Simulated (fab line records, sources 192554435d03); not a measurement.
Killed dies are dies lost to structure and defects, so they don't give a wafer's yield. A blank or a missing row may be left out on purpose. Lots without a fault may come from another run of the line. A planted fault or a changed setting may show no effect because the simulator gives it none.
fab line records | flow n5_finfet
record lots=7 wafers=39
route steps=1938 shown WELL_APT@33 FIN_CUT@169 DUMMY_GATE@246 HKMG_FIN@442 PASSIVATION@1936
start_h: hours from the record's first day to the start of the lot's first wafer shown | wait_h: hours since the lot's step before | " the same as in the row above | L1.1+2: a row that stands for several wafers | - no value, or no start given | * or withheld: withheld | < > ~ a bound
route shown NAME@n: a module of which the file shows steps, and the number in the route of the first | usual: mean/standard deviation of fault-free wafers | same: alike in all rows | chamber/n: place in a boat | sites: the reading at each site | _std_site: their standard deviation | _edge_site: outer sites' mean less inner sites' | radius_mm: how far each site lies from the wafer's centre | mask NAME#n: copy n | behind: the tool/chamber that last shaped the wafer | hold: why the lot was held/for how many hours/how that ended | device: the transistor (n, p or np) that didn't switch | end of line: the same wafers' tests at the end of the route | a step without rows: its recipe alone | killed: dies lost to structure and defects at the first sort, not the wafer's yield | map: a wafer's dies, x killed, . not, _ none there
set.NAME: the setting as run; set.NAME@STEP: as run at that earlier step | model.NAME: the simulator's own value behind a step, which no gauge read
lots whose settings were changed on purpose; a table a step, a row a wafer
## steps
# step N5_WELL_APT_IMPLANT_15
# recipe species=As energy_kev=25 dose_cm2=1.5e+13 tilt_deg=0 rotation_deg=0
# step N5_FIN_CUT_ETCH_21
# recipe chemistry=N2/H2 target=SOC target_depth_a=2190 overetch_a=438 mask_material=SiARC temp_c=40 ion_energy_ev=100 bias_w=61 time_s=523.5 pressure_mtorr=30 source_w=850 n2_flow_sccm=200 h2_flow_sccm=200
# step N5_DUMMY_GATE_ETCH_32
# recipe chemistry=CF4 target=SiO2 target_depth_a=35 time_s=3.9 ion_energy_ev=350 pressure_mtorr=10 icp_w=800 bias_w=400 cf4_flow_sccm=80
# step N5_DUMMY_GATE_ETCH_44
# recipe chemistry=HBr/O2 over_etch_frac=0.7 target_depth_a=1275 stop_on=SiO2 ion_energy_ev=60 bias_w=20 target=poly-Si mask_material=SiO2 pressure_mtorr=20 icp_w=400 HBr_flow_sccm=120 O2_flow_sccm=10
# step N5_DUMMY_GATE_ETCH_42
# recipe chemistry=CHF3/O2 target=SiO2 target_depth_a=35 time_s=31 ion_energy_ev=30 bias_w=12 pressure_mtorr=30 source_w=600 Ar_flow_sccm=200 CHF3_flow_sccm=50 O2_flow_sccm=5
# step N5_HKMG_FIN_ALD_91
# recipe material=TiN target_thk_a=10 temp_c=400 ald_precursor_family=TiCl4 ald_co_reactant=NH3 pulse_time_s=1 purge_time_s=3 co_reactant_purge_time_s=2 co_reactant_pulse_time_s=2 ald_cycles=47 pressure_torr=3
# step N5_HKMG_FIN_ALD_71
# step N5_PASSIVATION_PROBE_49
# usual killed_at_front_end=40/11 killed_dies=105/17 killed_on_rim=14/4.1
# columns lot.wafer tool chamber start_h wait_h set.energy_kev@WELL_APT_IMPLANT_15 set.time_s@FIN_CUT_ETCH_21 set.time_s@DUMMY_GATE_ETCH_32 set.target_depth_a@DUMMY_GATE_ETCH_44 set.bias_w@DUMMY_GATE_ETCH_42 set.co_reactant_pulse_time_s@HKMG_FIN_ALD_91 set.temp_c@HKMG_FIN_ALD_71 killed_at_front_end killed_dies killed_on_rim
L076.1 prober-01 - 270.51 0.0 27.42 523.5 3.307 1275 12 2 410.6 37 91 7
L076.2 prober-01 - 270.56 0.1 25 523.5 3.307 1373 11.41 2 400 52 134 12
L076.3 prober-01 - 270.61 0.1 27.42 523.5 3.307 1373 12 2 400 38 99 13
L076.4 prober-01 - 270.66 0.2 25 523.5 3.9 1275 12 2 400 30 91 12
L076.5 prober-01 - 270.71 0.2 27.42 523.5 3.9 1275 11.41 2 410.6 48 96 13
L076.6 prober-01 - 270.76 0.3 25 523.5 3.9 1373 11.41 2 410.6 35 96 8
L084.1 prober-01 - 329.17 0.0 25 574.2 3.9 1275 12 2 400 36 97 13
L084.2 prober-01 - 329.22 0.1 26.36 574.2 3.9 1207 12 1.816 400 18 76 10
L084.3 prober-01 - 329.27 0.1 26.36 574.2 3.9 1275 10.42 2 400 22 65 10
L084.4 prober-01 - 329.32 0.2 25 523.5 3.9 1275 12 1.816 400 32 89 14
L084.5 prober-01 - 329.37 0.2 26.36 523.5 3.9 1207 10.42 1.816 400 26 84 4
L084.6 prober-01 - 329.42 0.3 25 523.5 3.9 1207 10.42 2 400 60 119 12
L082.1 prober-02 - 330.35 0.0 25 442.1 3.9 1275 12 2 418.9 636 697 106
L082.2 prober-02 - 330.40 0.1 23.63 523.5 3.9 1275 12 2.127 400 47 115 17
L082.3 prober-02 - 330.45 0.1 25 523.5 3.9 1275 13.13 2.127 400 67 131 21
L082.4 prober-02 - 330.50 0.2 23.63 523.5 3.9 1214 13.13 2 418.9 52 105 12
L082.5 prober-02 - 330.55 0.2 23.63 442.1 3.9 1214 13.13 2 400 770 829 137
L082.6 prober-02 - 330.60 0.3 25 442.1 3.9 1214 12 2.127 418.9 1015 1101 135
L085.1 prober-01 - 343.49 0.0 25 523.5 3.9 1275 12 2 400 52 103 14
L085.3 prober-01 - 343.59 0.1 25 523.5 3.9 1275 12 2 400 22 96 7
L085.6 prober-01 - 343.74 0.3 25 523.5 3.9 1275 12 2 400 55 111 15
L094.1 prober-02 - 409.63 0.0 25 523.5 3.253 1275 12 2 400 31 114 12
L094.2 prober-02 - 409.68 0.1 25 523.5 3.253 1275 12 1.607 417.8 35 110 19
L094.3 prober-02 - 409.73 0.1 25 523.5 3.253 1275 10.82 1.607 417.8 28 131 21
L094.4 prober-02 - 409.78 0.2 25 523.5 3.9 1275 10.82 2 417.8 29 90 9
L094.5 prober-02 - 409.83 0.2 25 523.5 3.9 1275 10.82 1.607 400 38 127 20
L094.6 prober-02 - 409.88 0.3 25 523.5 3.9 1275 12 2 400 33 125 18
L095.1 prober-01 - 410.97 0.0 25 523.5 3.9 1373 12 2 400 41 116 10
L095.2 prober-01 - 411.02 0.1 25 523.5 3.9 1373 10.51 2 406.4 35 110 8
L095.3 prober-01 - 411.07 0.1 25 523.5 2.982 1275 10.51 2 400 38 94 11
L095.4 prober-01 - 411.12 0.2 25 406.4 3.9 1275 10.51 2 406.4 1117 1180 152
L095.5 prober-01 - 411.17 0.2 25 406.4 2.982 1275 12 2 406.4 1119 1180 152
L095.6 prober-01 - 411.22 0.3 25 406.4 2.982 1373 12 2 400 1093 1179 152
L096.1 prober-01 - 413.92 0.0 28.47 523.5 3.9 1275 9.871 2.157 400 42 102 19
L096.2 prober-01 - 413.97 0.1 25 523.5 3.9 1275 12 2 400 46 113 8
L096.3 prober-01 - 414.02 0.1 28.47 523.5 3.9 1275 12 2 400 47 104 11
L096.4 prober-01 - 414.07 0.2 25 523.5 3.9 1275 9.871 2 400 38 107 12
L096.5 prober-01 - 414.12 0.2 28.47 523.5 3.9 1275 9.871 2.157 400 42 107 13
L096.6 prober-01 - 414.17 0.3 25 523.5 3.9 1275 12 2.157 400 14 87 13
# killed by level:class
L076.1 BEOL_M0_SAQP:geometric_particle:short=9 FIN_SAQP:geometric_particle:open=7 MOL_CONTACT_COAG:geometric_particle:open=7 BEOL_M0_SAQP:geometric_particle:open=7 BEOL_M3:geometric_particle:open=6 STI_FIN_REVEAL:geometric_particle:open=5 DUMMY_GATE:geometric_particle:open=5 FIN_SAQP:geometric_particle:short=4
L076.2 STI_FIN_REVEAL:geometric_particle:open=13 BEOL_M3:geometric_particle:open=13 BEOL_M0_SAQP:geometric_particle:short=12 BEOL_M0_SAQP:geometric_particle:open=12 DUMMY_GATE:geometric_particle:open=8 MOL_CONTACT_COAG:geometric_particle:open=8 FIN_SAQP:geometric_particle:open=5 FIN_SAQP:geometric_particle:short=4
L076.3 BEOL_M0_SAQP:geometric_particle:short=12 DUMMY_GATE:geometric_particle:open=7 BEOL_M3:geometric_particle:open=7 BEOL_M1:geometric_particle:open=6 MOL_CONTACT_COAG:geometric_particle:open=5 STI_FIN_REVEAL:geometric_particle:open=4 BEOL_M0_SAQP:geometric_particle:open=4 GATE_CUT:geometric_particle:short=4
L076.4 FIN_SAQP:geometric_particle:open=9 MOL_CONTACT_COAG:geometric_particle:open=8 BEOL_M0_SAQP:geometric_particle:short=8 BEOL_M1:geometric_particle:open=7 GATE_CUT:geometric_particle:short=6 BEOL_M3:geometric_particle:open=5 BEOL_M0_SAQP:geometric_particle:open=5 BEOL_M4:geometric_particle:open=5
L076.5 DUMMY_GATE:geometric_particle:open=10 FIN_SAQP:geometric_particle:open=8 GATE_CUT:geometric_particle:short=6 FIN_SAQP:geometric_particle:short=5 BEOL_M0_SAQP:geometric_particle:open=5 BEOL_M0_SAQP:geometric_particle:short=5 BEOL_M2:geometric_particle:open=5 BEOL_M5:geometric_particle:open=5
L076.6 MOL_CONTACT_COAG:geometric_particle:open=14 STI_FIN_REVEAL:geometric_particle:open=10 BEOL_M1:geometric_particle:open=10 BEOL_M0_SAQP:geometric_particle:open=5 BEOL_M4:geometric_particle:open=4 BEOL_M4:geometric_particle:short=4 STARTING-WAFER:geometric_particle:short=4 STI_FIN_REVEAL:geometric_particle:short=3
L084.1 STI_FIN_REVEAL:geometric_particle:open=13 BEOL_M3:geometric_particle:open=12 MOL_CONTACT_COAG:geometric_particle:open=11 BEOL_M0:geometric_particle:open=7 GATE_CUT:geometric_particle:short=5 MOL_CONTACT_COAG:geometric_particle:short=4 BEOL_M1:geometric_particle:open=4 FIN_SAQP:geometric_particle:open=3
L084.2 BEOL_M2:geometric_particle:open=15 MOL_CONTACT_COAG:geometric_particle:open=8 FIN_SAQP:geometric_particle:short=6 BEOL_M3:geometric_particle:open=6 BEOL_M0_SAQP:geometric_particle:open=5 BEOL_M4:geometric_particle:open=5 BEOL_M0_SAQP:geometric_particle:short=4 GATE_CUT:geometric_particle:short=3
L084.3 BEOL_M0_SAQP:geometric_particle:short=8 MOL_CONTACT_COAG:geometric_particle:open=7 STI_FIN_REVEAL:geometric_particle:open=6 BEOL_M3:geometric_particle:open=4 FIN_SAQP:geometric_particle:open=3 BEOL_M0_SAQP:geometric_particle:open=3 BEOL_M0:geometric_particle:open=3 BEOL_M5:geometric_particle:open=3
L084.4 STI_FIN_REVEAL:geometric_particle:open=10 MOL_CONTACT_COAG:geometric_particle:open=10 MOL_CONTACT_COAG:geometric_particle:short=6 BEOL_M2:geometric_particle:open=6 BEOL_M0_SAQP:geometric_particle:short=5 BEOL_M3:geometric_particle:open=5 FIN_SAQP:geometric_particle:open=4 GATE_CUT:geometric_particle:open=3
L084.5 MOL_CONTACT_COAG:geometric_particle:open=12 STI_FIN_REVEAL:geometric_particle:open=10 BEOL_M2:geometric_particle:open=9 BEOL_M3:geometric_particle:open=9 BEOL_M0_SAQP:geometric_particle:short=5 BEOL_M0:geometric_particle:open=5 MOL_CONTACT_COAG:geometric_particle:short=4 GATE_CUT:geometric_particle:short=3
L084.6 BEOL_M2:geometric_particle:open=16 FIN_SAQP:geometric_particle:open=13 STI_FIN_REVEAL:geometric_particle:open=13 MOL_CONTACT_COAG:geometric_particle:open=8 BEOL_M0_SAQP:geometric_particle:short=6 BEOL_M3:geometric_particle:open=6 STARTING-WAFER:geometric_particle:open=5 GATE_CUT:geometric_particle:open=5
L082.1 FIN_CUT:area_etch=589 STI_FIN_REVEAL:geometric_particle:open=14 MOL_CONTACT_COAG:geometric_particle:open=10 BEOL_M0_SAQP:geometric_particle:open=9 BEOL_M4:geometric_particle:open=8 FIN_SAQP:geometric_particle:open=7 FIN_SAQP:geometric_particle:short=7 BEOL_M2:geometric_particle:open=5
L082.2 MOL_CONTACT_COAG:geometric_particle:open=13 BEOL_M3:geometric_particle:open=12 STI_FIN_REVEAL:geometric_particle:open=11 BEOL_M2:geometric_particle:open=10 FIN_SAQP:geometric_particle:open=7 BEOL_M0_SAQP:geometric_particle:short=6 DUMMY_GATE:geometric_particle:open=5 GATE_CUT:geometric_particle:short=5
L082.3 STI_FIN_REVEAL:geometric_particle:open=22 MOL_CONTACT_COAG:geometric_particle:open=20 FIN_SAQP:geometric_particle:short=13 FIN_SAQP:geometric_particle:open=12 BEOL_M0_SAQP:geometric_particle:open=7 BEOL_M0_SAQP:geometric_particle:short=5 BEOL_M2:geometric_particle:open=5 BEOL_M3:geometric_particle:open=5
L082.4 MOL_CONTACT_COAG:geometric_particle:open=13 FIN_SAQP:geometric_particle:short=10 BEOL_M2:geometric_particle:open=8 STI_FIN_REVEAL:geometric_particle:open=7 BEOL_M0_SAQP:geometric_particle:open=7 STARTING-WAFER:geometric_particle:open=6 FIN_SAQP:geometric_particle:open=5 GATE_CUT:geometric_particle:short=4
L082.5 FIN_CUT:area_etch=735 FIN_SAQP:geometric_particle:short=13 BEOL_M0_SAQP:geometric_particle:short=9 MOL_CONTACT_COAG:geometric_particle:open=8 FIN_SAQP:geometric_particle:open=7 STI_FIN_REVEAL:geometric_particle:open=7 BEOL_M0_SAQP:geometric_particle:open=5 BEOL_M2:geometric_particle:open=5
L082.6 FIN_CUT:area_etch=976 MOL_CONTACT_COAG:geometric_particle:open=17 BEOL_M0:geometric_particle:open=12 STI_FIN_REVEAL:geometric_particle:open=11 BEOL_M1:geometric_particle:open=7 BEOL_M2:geometric_particle:open=7 MIM_TOP_ETCH:geometric_particle:open=6 STI_FIN_REVEAL:geometric_particle:short=5
L085.1 MOL_CONTACT_COAG:geometric_particle:open=13 BEOL_M3:geometric_particle:open=9 FIN_SAQP:geometric_particle:open=8 SPACER0:geometric_particle:open=8 MOL_CONTACT_COAG:geometric_particle:short=7 BEOL_M1:geometric_particle:open=6 GATE_CUT:geometric_particle:short=6 GATE_CUT:geometric_particle:open=6
L085.3 MOL_CONTACT_COAG:geometric_particle:open=18 BEOL_M0_SAQP:geometric_particle:short=9 BEOL_M3:geometric_particle:open=8 BEOL_M4:geometric_particle:open=8 BEOL_M0_SAQP:geometric_particle:open=7 GATE_CUT:geometric_particle:short=6 FIN_SAQP:geometric_particle:short=5 MOL_CONTACT_COAG:geometric_particle:short=5
L085.6 FIN_SAQP:geometric_particle:open=16 GATE_CUT:geometric_particle:short=14 MOL_CONTACT_COAG:geometric_particle:open=13 DUMMY_GATE:geometric_particle:open=7 FIN_SAQP:geometric_particle:short=6 BEOL_M0_SAQP:geometric_particle:short=6 BEOL_M4:geometric_particle:open=6 BEOL_M1:geometric_particle:open=5
L094.1 BEOL_M0_SAQP:geometric_particle:open=22 BEOL_M0_SAQP:geometric_particle:short=14 STI_FIN_REVEAL:geometric_particle:open=12 MOL_CONTACT_COAG:geometric_particle:open=10 BEOL_M1:geometric_particle:open=7 FIN_SAQP:geometric_particle:short=4 MOL_CONTACT_COAG:geometric_particle:short=4 STI_FIN_REVEAL:geometric_particle:short=3
L094.2 BEOL_M1:geometric_particle:open=14 STI_FIN_REVEAL:geometric_particle:open=13 BEOL_M0_SAQP:geometric_particle:short=10 MOL_CONTACT_COAG:geometric_particle:open=7 BEOL_M0:geometric_particle:open=6 BEOL_M2:geometric_particle:open=6 FIN_SAQP:geometric_particle:short=5 BEOL_M0_SAQP:geometric_particle:open=5
L094.3 BEOL_M0_SAQP:geometric_particle:open=23 BEOL_M0_SAQP:geometric_particle:short=21 BEOL_M1:geometric_particle:open=12 BEOL_M3:geometric_particle:open=10 BEOL_M2:geometric_particle:open=8 MOL_CONTACT_COAG:geometric_particle:open=6 STI_FIN_REVEAL:geometric_particle:open=5 GATE_CUT:geometric_particle:short=5
L094.4 BEOL_M1:geometric_particle:open=12 BEOL_M0_SAQP:geometric_particle:short=11 BEOL_M0_SAQP:geometric_particle:open=10 STI_FIN_REVEAL:geometric_particle:open=5 MOL_CONTACT_COAG:geometric_particle:open=5 STARTING-WAFER:geometric_particle:short=4 BEOL_M0:geometric_particle:open=3 BEOL_M1:geometric_particle:short=3
L094.5 BEOL_M1:geometric_particle:open=19 BEOL_M0_SAQP:geometric_particle:short=15 STI_FIN_REVEAL:geometric_particle:open=13 BEOL_M0_SAQP:geometric_particle:open=10 BEOL_M2:geometric_particle:open=10 FIN_SAQP:geometric_particle:short=6 STI_FIN_REVEAL:geometric_particle:short=5 BEOL_M4:geometric_particle:open=4
L094.6 BEOL_M0_SAQP:geometric_particle:open=22 BEOL_M0_SAQP:geometric_particle:short=14 STI_FIN_REVEAL:geometric_particle:open=11 BEOL_M1:geometric_particle:open=11 MOL_CONTACT_COAG:geometric_particle:open=7 BEOL_M3:geometric_particle:open=6 BEOL_M4:geometric_particle:open=5 GATE_CUT:geometric_particle:short=5
L095.1 MOL_CONTACT_COAG:geometric_particle:open=18 STI_FIN_REVEAL:geometric_particle:open=12 BEOL_M4:geometric_particle:open=8 MOL_CONTACT_COAG:geometric_particle:short=7 BEOL_M4:geometric_particle:short=6 FIN_SAQP:geometric_particle:short=5 DUMMY_GATE:geometric_particle:open=5 BEOL_M0_SAQP:geometric_particle:short=5
L095.2 MOL_CONTACT_COAG:geometric_particle:open=15 BEOL_M4:geometric_particle:open=13 BEOL_M0_SAQP:geometric_particle:open=10 STI_FIN_REVEAL:geometric_particle:open=9 FIN_SAQP:geometric_particle:short=8 BEOL_M1:geometric_particle:open=7 FIN_SAQP:geometric_particle:open=6 BEOL_M0_SAQP:geometric_particle:short=6
L095.3 MOL_CONTACT_COAG:geometric_particle:open=13 BEOL_M0_SAQP:geometric_particle:short=10 BEOL_M0_SAQP:geometric_particle:open=9 GATE_CUT:geometric_particle:short=8 STI_FIN_REVEAL:geometric_particle:open=8 STARTING-WAFER:geometric_particle:open=5 DUMMY_GATE:geometric_particle:open=4 BEOL_M2:geometric_particle:open=4
L095.4 FIN_CUT:area_etch=1064 STI_FIN_REVEAL:geometric_particle:open=26 MOL_CONTACT_COAG:geometric_particle:open=13 STI_FIN_REVEAL:geometric_particle:short=7 BEOL_M0_SAQP:geometric_particle:short=7 BEOL_M0_SAQP:geometric_particle:open=7 BEOL_M4:geometric_particle:open=7 GATE_CUT:geometric_particle:short=6
L095.5 FIN_CUT:area_etch=1072 MOL_CONTACT_COAG:geometric_particle:open=17 STI_FIN_REVEAL:geometric_particle:open=15 BEOL_M0_SAQP:geometric_particle:short=10 BEOL_M0_SAQP:geometric_particle:open=8 STI_FIN_REVEAL:geometric_particle:short=6 GATE_CUT:geometric_particle:short=6 FIN_SAQP:geometric_particle:open=5
L095.6 FIN_CUT:area_etch=1048 MOL_CONTACT_COAG:geometric_particle:open=33 BEOL_M1:geometric_particle:open=14 STI_FIN_REVEAL:geometric_particle:open=12 FIN_SAQP:geometric_particle:open=10 BEOL_M0_SAQP:geometric_particle:open=8 BEOL_M0_SAQP:geometric_particle:short=6 FIN_SAQP:geometric_particle:short=4
L096.1 MOL_CONTACT_COAG:geometric_particle:open=11 STI_FIN_REVEAL:geometric_particle:open=10 GATE_CUT:geometric_particle:short=8 BEOL_M4:geometric_particle:open=6 BEOL_M0_SAQP:geometric_particle:open=6 FIN_SAQP:geometric_particle:open=5 BEOL_M0_SAQP:geometric_particle:short=5 BEOL_M4:geometric_particle:short=5
L096.2 STI_FIN_REVEAL:geometric_particle:open=16 BEOL_M0_SAQP:geometric_particle:short=11 BEOL_M4:geometric_particle:open=11 BEOL_M0_SAQP:geometric_particle:open=8 GATE_CUT:geometric_particle:short=7 DUMMY_GATE:geometric_particle:open=6 STI_FIN_REVEAL:geometric_particle:short=6 MOL_CONTACT_COAG:geometric_particle:open=6
L096.3 STI_FIN_REVEAL:geometric_particle:open=18 BEOL_M0_SAQP:geometric_particle:open=15 FIN_SAQP:geometric_particle:open=9 BEOL_M0_SAQP:geometric_particle:short=9 MOL_CONTACT_COAG:geometric_particle:open=6 BEOL_M1:geometric_particle:open=6 BEOL_M2:geometric_particle:open=6 STI_FIN_REVEAL:geometric_particle:short=4
L096.4 MOL_CONTACT_COAG:geometric_particle:open=17 BEOL_M2:geometric_particle:open=10 STI_FIN_REVEAL:geometric_particle:open=7 BEOL_M0_SAQP:geometric_particle:short=7 FIN_SAQP:geometric_particle:open=6 BEOL_M0_SAQP:geometric_particle:open=6 BEOL_M1:geometric_particle:open=6 GATE_CUT:geometric_particle:short=5
L096.5 BEOL_M0_SAQP:geometric_particle:open=14 FIN_SAQP:geometric_particle:open=13 MOL_CONTACT_COAG:geometric_particle:open=13 BEOL_M0_SAQP:geometric_particle:short=12 FIN_SAQP:geometric_particle:short=9 STI_FIN_REVEAL:geometric_particle:open=7 DUMMY_GATE:geometric_particle:open=6 GATE_CUT:geometric_particle:short=4
L096.6 MOL_CONTACT_COAG:geometric_particle:open=13 BEOL_M2:geometric_particle:open=12 BEOL_M0_SAQP:geometric_particle:open=9 BEOL_M0_SAQP:geometric_particle:short=9 MOL_CONTACT_COAG:geometric_particle:short=6 BEOL_M4:geometric_particle:open=5 FIN_SAQP:geometric_particle:open=3 BEOL_M0:geometric_particle:open=3
## key
split step=N5_WELL_APT_IMPLANT_15 setting=energy_kev stated_as=25
response none clear
split step=N5_FIN_CUT_ETCH_21 setting=time_s stated_as=523.5
response step=N5_PASSIVATION_PROBE_49 reading=killed_at_front_end slope=-42.3 per=1% together_with=all explained=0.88
response step=N5_PASSIVATION_PROBE_49 reading=killed_dies slope=-42.7 per=1% together_with=all explained=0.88
response step=N5_PASSIVATION_PROBE_49 reading=killed_on_rim slope=-5.84 per=1% together_with=all explained=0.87
split step=N5_DUMMY_GATE_ETCH_32 setting=time_s stated_as=3.9
response none clear
split step=N5_DUMMY_GATE_ETCH_44 setting=target_depth_a stated_as=1275
response none clear
split step=N5_DUMMY_GATE_ETCH_42 setting=bias_w stated_as=12
response none clear
split step=N5_HKMG_FIN_ALD_91 setting=co_reactant_pulse_time_s stated_as=2
response none clear
split step=N5_HKMG_FIN_ALD_71 setting=temp_c stated_as=400
response none clear
